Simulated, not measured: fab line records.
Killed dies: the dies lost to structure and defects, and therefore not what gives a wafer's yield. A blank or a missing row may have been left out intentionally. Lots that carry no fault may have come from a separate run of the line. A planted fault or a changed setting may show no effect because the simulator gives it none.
Chamber matching -- flow nandHarc -- 3 sister chambers for NHARC_THIN_TSV_DEP_43 on pecvd-04
The step deposits SiO2, target thk 1328.5 nm. 6 wafers are shown with their chamber, then 10 later ones without.

WAFERS PAIRED WITH THEIR CHAMBERS
wafer,chamber,throttleValvePct (%)
L805.3,2,15.8
L807.1,0,16.9
L807.4,1,15.9
L807.5,0,16.9
L808.2,1,15.8
L808.5,2,15.9

WAFERS MISSING THEIR CHAMBER
wafer,throttleValvePct (%)
L808.6,15.9
L804.1,17.1
L804.2,15.8
L804.3,15.8
L809.3,17.2
L809.5,17.3
L809.6,15.8
L812.2,15.7
L812.4,15.8
L812.5,16.0

THE CHAMBER EACH PASSED THROUGH
wafer,from the rows above,in truth
L808.6,can't be placed: 1 or 2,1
L804.1,0,0
L804.2,can't be placed: 1 or 2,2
L804.3,can't be placed: 1 or 2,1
L809.3,0,0
L809.5,0,0
L809.6,can't be placed: 1 or 2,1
L812.2,can't be placed: 1 or 2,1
L812.4,can't be placed: 1 or 2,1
L812.5,can't be placed: 1 or 2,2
Correct placement for 3 of the 10. Unplaceable from these rows: 7, with the true chamber sitting among the candidates in 7. 0 placed wrongly.
How it was worked out, from the rows above alone: a wafer's distance from a chamber is the root of the sum, over the readings, of the square of ((its reading less the chamber's mean) divided by the reading's scatter). The wafer belongs to the nearest chamber; if the next one is less than 2 further off, it can't be placed. The mean given for a chamber averages the wafers shown for that chamber. How the scatter is found: for the shown wafers, subtract from each reading the mean of its chamber, square and add these, divide the total by (wafers less chambers), then take the root.
